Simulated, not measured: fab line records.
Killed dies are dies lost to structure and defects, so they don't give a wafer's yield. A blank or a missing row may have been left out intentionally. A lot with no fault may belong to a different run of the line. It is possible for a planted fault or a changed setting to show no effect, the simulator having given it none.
Which tool is to blame? -- flow n5-finfet -- 8 lots with 24 wafers sampled at 9 steps, on a route of 1938 steps

== WHAT EACH GAUGE READ, for each wafer ==
N5_PMOS_HMC_CHANNEL_EPI_INSPECT_30: inspects for defects (darkfield). Usual: raw-defect-count reads 17 (standard deviation 6.5).
lot,measured,on,raw-defect-count,flag
L313,day 3 10:01,defect-inspect-01,11 8 28,
L316,day 4 02:41,defect-inspect-02,28 22 23,
L319,day 4 21:23,defect-inspect-02,17 6 24,
L320,day 5 02:50,defect-inspect-01,309 279 273,OFF
L322,day 5 14:52,defect-inspect-02,358 314 310,OFF
L328,day 7 02:13,defect-inspect-01,30 9 17,
L329,day 7 08:23,defect-inspect-02,18 13 13,
L330,day 7 14:44,defect-inspect-02,10 13 11,

N5_FIN_SAQP_INSPECT_40: inspects for defects (brightfield). Usual: raw-defect-count reads 221 (standard deviation 57).
lot,measured,on,raw-defect-count,flag
L313,day 3 16:35,defect-inspect-02,159 278 275,
L316,day 4 09:05,defect-inspect-02,251 196 196,
L319,day 5 05:23,defect-inspect-01,268 204 244,
L320,day 5 08:32,defect-inspect-02,520 480 471,OFF
L322,day 5 21:03,defect-inspect-01,472 518 492,OFF
L328,day 7 09:20,defect-inspect-01,185 117 160,
L329,day 7 17:30,defect-inspect-01,275 164 330,
L330,day 7 23:50,defect-inspect-02,193 275 209,

N5_FIN_CUT_INSPECT_10: inspects for defects (brightfield). Usual: raw-defect-count reads 39 (standard deviation 10).
lot,measured,on,raw-defect-count,flag
L313,day 3 16:59,defect-inspect-02,24 55 48,
L316,day 4 09:28,defect-inspect-02,47 39 34,
L319,day 5 05:47,defect-inspect-01,36 41 40,
L320,day 5 08:56,defect-inspect-02,329 307 304,OFF
L322,day 5 21:28,defect-inspect-02,373 338 328,OFF
L328,day 7 09:43,defect-inspect-01,37 24 31,
L329,day 7 18:01,defect-inspect-01,38 22 47,
L330,day 8 00:14,defect-inspect-01,37 57 62,

N5_FIN_CUT_INSPECT_17: inspects for defects (brightfield). Usual: raw-defect-count reads 226 (standard deviation 55).
lot,measured,on,raw-defect-count,flag
L313,day 3 17:55,defect-inspect-02,190 286 273,
L316,day 4 10:25,defect-inspect-01,235 199 203,
L319,day 5 06:46,defect-inspect-01,265 236 253,
L320,day 5 10:20,defect-inspect-01,535 494 494,OFF
L322,day 5 22:25,defect-inspect-01,481 530 493,OFF
L328,day 7 10:50,defect-inspect-02,191 133 162,
L329,day 7 19:20,defect-inspect-01,274 171 331,
L330,day 8 01:11,defect-inspect-02,203 301 222,

N5_BEOL_M4_RC_MEAS_101. Usual: DIBL_N 35.7 mV/V, standard deviation 1.3; DIBL_P 35.4 mV/V, standard deviation 1.8; IOFF_N 0.152 nA/um, standard deviation 0.027; IOFF_P 0.20 nA/um, standard deviation 0.034; ION_N 672 uA/um, standard deviation 9.8; ION_P 461 uA/um, standard deviation 7.5; SS_N 71.4 mV/dec, standard deviation 0.55; SS_P 73.1 mV/dec, standard deviation 0.61; VT_N 251 mV, standard deviation 3.3; VT_P -251 mV, standard deviation 3.6.
lot,measured,on,DIBL_N (mV/V),DIBL_P (mV/V),IOFF_N (nA/um),IOFF_P (nA/um),ION_N (uA/um),ION_P (uA/um),SS_N (mV/dec),SS_P (mV/dec),VT_N (mV),VT_P (mV),flag
L313,day 9 08:35,prober-02,35.7 35.7 35.1,36.7 36.7 36.3,0.162 0.163 0.152,0.23 0.23 0.22,680 678 678,468 467 467,71.3 71.4 71.0,72.6 72.1 73.0,247 247 249,-247 -248 -247,
L316,day 10 03:15,prober-02,36.5 37.6 37.4,34.9 35.7 36.3,0.147 0.154 0.156,0.19 0.21 0.21,671 669 675,458 459 458,72.1 71.6 72.1,73.5 73.0 73.0,251 250 253,-248 -251 -249,
L319,day 11 00:10,prober-02,35.2 34.1 35.6,34.3 33.3 35.7,0.139 0.125 0.146,0.16 0.15 0.17,649 659 653,445 449 445,71.2 70.1 71.2,73.1 73.0 73.2,252 251 254,-256 -256 -256,
L320,day 11 01:20,prober-02,34.1 35.7 36.3,33.8 35.6 36.0,0.115 0.138 0.146,0.16 0.18 0.19,656 673 661,450 454 452,71.3 72.0 71.7,72.5 72.6 73.2,254 254 253,-253 -255 -254,
L322,day 11 16:05,prober-01,35.6 35.8 37.4,34.7 35.1 37.0,0.137 0.145 0.172,0.17 0.18 0.21,675 665 670,451 456 454,71.7 71.5 71.8,73.1 73.2 73.4,254 253 250,-254 -256 -251,
L328,day 12 22:13,prober-02,35.3 37.8 35.5,35.0 38.1 35.2,0.137 0.182 0.137,0.18 0.22 0.18,679 689 678,464 468 466,70.7 71.5 71.0,72.9 73.6 73.5,254 249 250,-252 -249 -253,
L329,day 13 20:10,prober-01,34.3 36.4 35.3,34.6 36.6 35.2,0.123 0.150 0.124,0.18 0.20 0.17,663 673 667,458 464 456,71.2 71.5 71.2,72.0 73.5 72.7,253 250 253,-252 -250 -251,
L330,day 14 06:29,prober-02,34.8 33.8 35.4,33.5 32.4 34.7,0.121 0.104 0.132,0.19 0.17 0.20,674 653 668,459 457 467,70.5 70.8 71.3,73.0 72.3 73.0,254 259 252,-252 -253 -249,

== TOOL THAT RAN EACH LOT (tool first, then ch and the chambers of the sampled wafers, then the start) ==
lot,N5_PMOS_HMC_CHANNEL_EPI_DESCUM_14,N5_PMOS_HMC_CHANNEL_EPI_PRECLEAN_40,N5_PMOS_HMC_CHANNEL_EPI_EPI_26,N5_FIN_SAQP_PECVD_47
L313,"rie-diel-04 ch 0,3, day 3 05:55","wet-bench-03 ch 0,3,5, day 3 09:28","epi-rpcvd-03 ch 0, day 3 09:41","pecvd-02 ch 0,1,2, day 3 11:04"
L316,"rie-diel-04 ch 0,1,2, day 3 23:42","wet-bench-03 ch 2,4,5, day 4 02:00","epi-rpcvd-03 ch 0, day 4 02:05","pecvd-02 ch 0,1,2, day 4 03:23"
L319,"rie-diel-02 ch 1,3, day 4 17:35","wet-bench-03 ch 2,4,7, day 4 20:49","epi-rpcvd-03 ch 0, day 4 20:58","pecvd-04 ch 1,2, day 4 23:23"
L320,"rie-diel-02 ch 0,2,3, day 4 23:34","wet-bench-03 ch 2,3,4, day 5 02:16","epi-rpcvd-02 ch 0, day 5 02:22","pecvd-04 ch 0,2, day 5 03:38"
L322,"rie-diel-03 ch 0,1,2, day 5 11:37","wet-bench-03 ch 2,6,7, day 5 14:18","epi-rpcvd-02 ch 0, day 5 14:23","pecvd-02 ch 0,1,2, day 5 16:02"
L328,"rie-diel-04 ch 0,2,3, day 6 23:28","wet-bench-02 ch 0,1,4, day 7 01:46","epi-rpcvd-03 ch 0, day 7 01:56","pecvd-03 ch 1,2, day 7 03:10"
L329,"rie-diel-04 ch 0,1, day 7 05:32","wet-bench-02 ch 1,2,4, day 7 07:50","epi-rpcvd-02 ch 0, day 7 07:55","pecvd-04 ch 0,1,2, day 7 09:15"
L330,"rie-diel-03 ch 1,3, day 7 11:36","wet-bench-06 ch 0,2,7, day 7 14:17","epi-rpcvd-03 ch 0, day 7 14:22","pecvd-04 ch 0,1,2, day 7 16:47"
- N5_PMOS_HMC_CHANNEL_EPI_DESCUM_14: chemistry O2, time 7.9 s.
- N5_PMOS_HMC_CHANNEL_EPI_PRECLEAN_40: cleans in DHF, time 30 s.
- N5_PMOS_HMC_CHANNEL_EPI_EPI_26: deposits Si from SiH4/H2, target thk 3.8 nm, time 22.7 s.
- N5_FIN_SAQP_PECVD_47: deposits a-Si from SiH4/He, target thk 45 nm, time 36.3 s.

== AS READ BY THE TOOLS THEMSELVES (means over the sampled wafers that have a number; for cases with no such wafer, the mark the record gives instead) ==
N5_PMOS_HMC_CHANNEL_EPI_DESCUM_14. Usual: drypump-motor-current-A 5.8 A, standard deviation 0.46; o2-flow-sccm 225.0 sccm, standard deviation 0.64; oes-product-au 0.74 a.u., standard deviation 0.05; rf-vpp-V 242.9 V, standard deviation 1.3; showerhead-plenum-p-Torr 2.07 Torr, standard deviation 0.066; throttle-valve-pct 20.39 %, standard deviation 0.2.
lot,tool,drypump-motor-current-A (A),o2-flow-sccm (sccm),oes-product-au (a.u.),rf-vpp-V (V),showerhead-plenum-p-Torr (Torr),throttle-valve-pct (%),flag
L313,rie-diel-04,5.7,224.8,0.73,243.5,2.09,20.64,
L316,rie-diel-04,5.8,225.1,0.73,244.0,2.11,20.49,
L319,rie-diel-02,6.1,225.1,0.72,243.3,2.08,20.07,
L320,rie-diel-02,5.7,224.6,0.72,243.8,2.10,20.36,
L322,rie-diel-03,5.7,225.1,0.73,243.0,2.05,20.46,
L328,rie-diel-04,5.7,225.3,0.70,242.7,2.07,20.62,
L329,rie-diel-04,5.9,224.8,0.74,244.3,2.15,20.41,
L330,rie-diel-03,5.2,224.3,0.71,243.4,2.10,20.47,

N5_PMOS_HMC_CHANNEL_EPI_EPI_26. Usual: chamber-pressure-Torr 20.00 Torr, standard deviation 0.04; throttle-valve-pct 11.28 %, standard deviation 0.23.
lot,tool,chamber-pressure-Torr (Torr),throttle-valve-pct (%),flag
L313,epi-rpcvd-03,20.03,11.37,
L316,epi-rpcvd-03,19.98,11.30,
L319,epi-rpcvd-03,19.98,11.25,
L320,epi-rpcvd-02,20.05,11.45,
L322,epi-rpcvd-02,20.05,11.57,
L328,epi-rpcvd-03,19.97,11.30,
L329,epi-rpcvd-02,20.07,11.60,
L330,epi-rpcvd-03,20.03,11.31,

N5_FIN_SAQP_PECVD_47. Usual: chamber-pressure-Torr 2.999 Torr, standard deviation 0.0069; heater-power-w 826 W, standard deviation 130; showerhead-plenum-p-Torr 5.64 Torr, standard deviation 0.066; throttle-valve-pct 17.7 %, standard deviation 0.78.
lot,tool,chamber-pressure-Torr (Torr),heater-power-w (W),showerhead-plenum-p-Torr (Torr),throttle-valve-pct (%),flag
L313,pecvd-02,3.001,833,5.63,16.9,
L316,pecvd-02,2.999,869,5.62,16.9,
L319,pecvd-04,3.007,870,5.70,18.3,
L320,pecvd-04,2.999,712,5.68,17.7,
L322,pecvd-02,3.004,869,5.63,16.7,
L328,pecvd-03,2.996,885,5.68,17.8,
L329,pecvd-04,2.997,727,5.66,18.0,
L330,pecvd-04,3.007,748,5.66,18.1,

== THE ANSWER, worked out from the rows above alone ==
Rule: lot off if the mean of its wafers having a number is beyond 3 standard deviations from the usual mean. Also off: a lot with no number at a reading for which 4 or more lots have one. Where the step has rows for the other lots, those lots are counted as sound. The gauges are gone through in route order, then the tools' own readings, and for those a lot's mean is taken as printed above. The first step at which some lot is off is used, and at that step the reading that is off furthest; a lot without a number counts as furthest.
Off: L320, L322 (N5_PMOS_HMC_CHANNEL_EPI_INSPECT_30, raw-defect-count).
If a tool, at a process step before that reading, ran all the lots that are off and no sound lot after the first of them, it fits. The gauges at N5_PMOS_HMC_CHANNEL_EPI_INSPECT_30 are tried like those tools. One fits: wet-bench-03 at N5_PMOS_HMC_CHANNEL_EPI_PRECLEAN_40. A fault onset in the window from L319 (day 4 20:49, its last sound lot) to L320 (day 5 02:16, its first lot off) fits.

== WHAT THE SIMULATOR PUT IN ==
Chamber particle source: wet-bench-03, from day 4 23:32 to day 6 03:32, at N5_PMOS_HMC_CHANNEL_EPI_PRECLEAN_40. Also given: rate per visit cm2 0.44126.
Lots struck among those shown: L320, L322. The rule above reached the same finding.
